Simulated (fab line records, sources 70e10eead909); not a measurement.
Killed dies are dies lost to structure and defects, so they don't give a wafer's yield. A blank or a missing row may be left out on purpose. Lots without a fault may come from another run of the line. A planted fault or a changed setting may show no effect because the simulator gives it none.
Chamber matching | flow nand_harc | NHARC_A_STAIRCASE_DESCUM_11 on rie_diel-10: 4 sister chambers
The step chemistry O2, time 3 s. 20 wafers are shown with their chamber, then 10 later ones without.

WAFERS WITH THEIR CHAMBER
wafer  | chamber | drypump_motor_current_A (A) | oes_product_au (a.u.) | showerhead_plenum_p_Torr (Torr)
L074.2 | 0       | 6.3                         | 0.998                 | 1.90
L074.3 | 3       | 6.1                         | 0.993                 | 1.95
L074.5 | 3       | 6.1                         | 0.999                 | 1.95
L076.3 | 2       | 5.5                         | 1.020                 | 1.78
L076.5 | 3       | 6.2                         | 0.992                 | 1.94
L076.6 | 2       | 5.5                         | 1.017                 | 1.78
L079.2 | 2       | 5.5                         | 1.019                 | 1.78
L079.5 | 2       | 5.5                         | 1.016                 | 1.78
L079.6 | 3       | 6.2                         | 0.985                 | 1.94
L088.2 | 1       | 6.1                         | 1.001                 | 1.85
L088.3 | 3       | 6.1                         | 1.006                 | 1.93
L088.6 | 3       | 6.1                         | 1.007                 | 1.93
L089.2 | 0       | 6.2                         | 1.017                 | 1.88
L089.3 | 1       | 6.1                         | 1.003                 | 1.85
L089.4 | 2       | 5.5                         | 1.021                 | 2.07
L090.4 | 1       | 6.1                         | 0.994                 | 1.85
L090.5 | 1       | 6.2                         | 0.992                 | 1.85
L090.6 | 2       | 5.5                         | 1.008                 | 2.07
L092.3 | 0       | 6.3                         | 1.017                 | 1.88
L092.4 | 3       | 6.1                         | 1.017                 | 1.93

SIGNATURES (means of the wafers above)
reading                  | chamber 0 | chamber 1 | chamber 2 | chamber 3 | scatter within a chamber
drypump_motor_current_A  | 6.267     | 6.125     | 5.500     | 6.129     | 0.0422
oes_product_au           | 1.01067   | 0.99750   | 1.01683   | 0.99986   | 0.00848
showerhead_plenum_p_Torr | 1.8867    | 1.8500    | 1.8767    | 1.9386    | 0.084
Rule: a wafer's distance from a chamber is the root of the sum, over the readings, of the square of ((its reading less the chamber's mean) divided by the reading's scatter). The wafer belongs to the nearest chamber; if the next one is less than 2 further off, it can't be placed. The scatter: the root of (the sum of the squares of (reading less its chamber's mean) over the shown wafers, divided by (wafers less chambers)).

WAFERS WITHOUT THEIR CHAMBER
wafer  | drypump_motor_current_A (A) | oes_product_au (a.u.) | showerhead_plenum_p_Torr (Torr)
L092.5 | 6.1                         | 1.014                 | 1.85
L094.1 | 5.5                         | 1.018                 | 2.06
L094.3 | 6.1                         | 1.020                 | 1.93
L094.6 | 6.1                         | 1.005                 | 1.85
L096.2 | 6.3                         | 1.016                 | 1.87
L096.4 | 6.1                         | 1.014                 | 1.92
L096.5 | 6.3                         | 1.009                 | 1.87
L097.1 | 6.1                         | 1.023                 | 1.92
L097.3 | 5.5                         | 1.013                 | 2.06
L097.5 | 6.1                         | 0.993                 | 1.84

WHICH CHAMBER EACH WENT THROUGH
wafer  | from the rows above          | in truth
L092.5 | can't be placed: 1 or 3 or 0 | 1
L094.1 | 2                            | 2
L094.3 | can't be placed: 3 or 1 or 0 | 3
L094.6 | can't be placed: 1 or 3      | 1
L096.2 | 0                            | 0
L096.4 | can't be placed: 3 or 1      | 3
L096.5 | 0                            | 0
L097.1 | can't be placed: 3 or 1 or 0 | 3
L097.3 | 2                            | 2
L097.5 | can't be placed: 1 or 3      | 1
Placed correctly: 4 of 10. Can't be placed from these rows: 6 (the true chamber is among the candidates in 6). Placed wrongly: 0.
